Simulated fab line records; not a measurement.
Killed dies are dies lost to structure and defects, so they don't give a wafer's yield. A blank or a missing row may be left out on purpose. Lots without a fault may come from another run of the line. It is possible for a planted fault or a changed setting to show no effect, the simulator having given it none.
Chamber matching -- flow n5 finfet -- N5_FIN_SAQP_ETCH_69 on rie diel-04 has 4 sister chambers
The step etches SOC in N2/H2, stops on SiNx, target depth 150 nm. 18 wafers are shown with their chamber, then 9 later ones without.

## WAFERS WITH THEIR CHAMBER
wafer,chamber,throttle valve pct (%),drypump motor current A (A),showerhead plenum p Torr (Torr)
L078.1,1,17.85,5.6,2.54
L078.2,2,18.17,6.5,2.42
L078.3,3,17.54,5.7,2.44
L079.1,2,18.17,6.5,2.42
L079.2,0,18.17,5.6,2.53
L079.3,1,17.86,5.6,2.54
L080.2,2,18.19,6.5,2.42
L080.5,2,18.17,6.5,2.42
L080.6,3,17.54,5.7,2.44
L085.3,3,17.56,5.6,2.43
L085.4,2,18.20,6.5,2.41
L085.5,2,18.20,6.5,2.41
L086.2,3,17.56,5.6,2.43
L086.5,1,17.90,5.6,2.53
L086.6,2,18.20,6.6,2.41
L088.1,2,18.21,6.5,2.41
L088.3,1,17.90,5.6,2.53
L088.4,3,17.57,5.6,2.43

SIGNATURES (means of the wafers above)
reading,chamber 0,chamber 1,chamber 2,chamber 3,scatter within a chamber
throttle valve pct,18.1700,17.8775,18.1887,17.5540,0.0183
drypump motor current A,5.600,5.600,6.513,5.640,0.0385
showerhead plenum p Torr,2.5300,2.5350,2.4150,2.4340,0.00548
Rule: a wafer lies at a distance from a chamber equal to the root of the sum of squares, over the readings, of (its reading less the chamber's mean, divided by the reading's scatter). If the next closest chamber is less than 2 further off than the closest, the wafer can't be placed; otherwise it belongs to the closest. How the scatter is found: for the shown wafers, subtract from each reading the mean of its chamber, square and add these, divide the total by (wafers less chambers), then take the root.

## WAFERS WITHOUT THEIR CHAMBER
wafer,throttle valve pct (%),drypump motor current A (A),showerhead plenum p Torr (Torr)
L089.1,18.22,6.6,2.41
L089.3,17.90,5.6,2.53
L089.6,18.22,6.5,2.41
L091.1,17.89,5.6,2.53
L091.5,18.24,5.6,2.52
L091.6,17.91,5.6,2.53
L092.1,18.24,5.6,2.52
L092.2,17.61,5.6,2.42
L092.3,17.91,5.6,2.52

## THE CHAMBER EACH PASSED THROUGH
wafer,from the rows above,in truth
L089.1,2,2
L089.3,1,1
L089.6,2,2
L091.1,1,1
L091.5,0,0
L091.6,1,1
L092.1,0,0
L092.2,3,3
L092.3,1,1
Placed correctly: 9 of 9. Number that these rows cannot place: 0. Wrongly placed: 0.
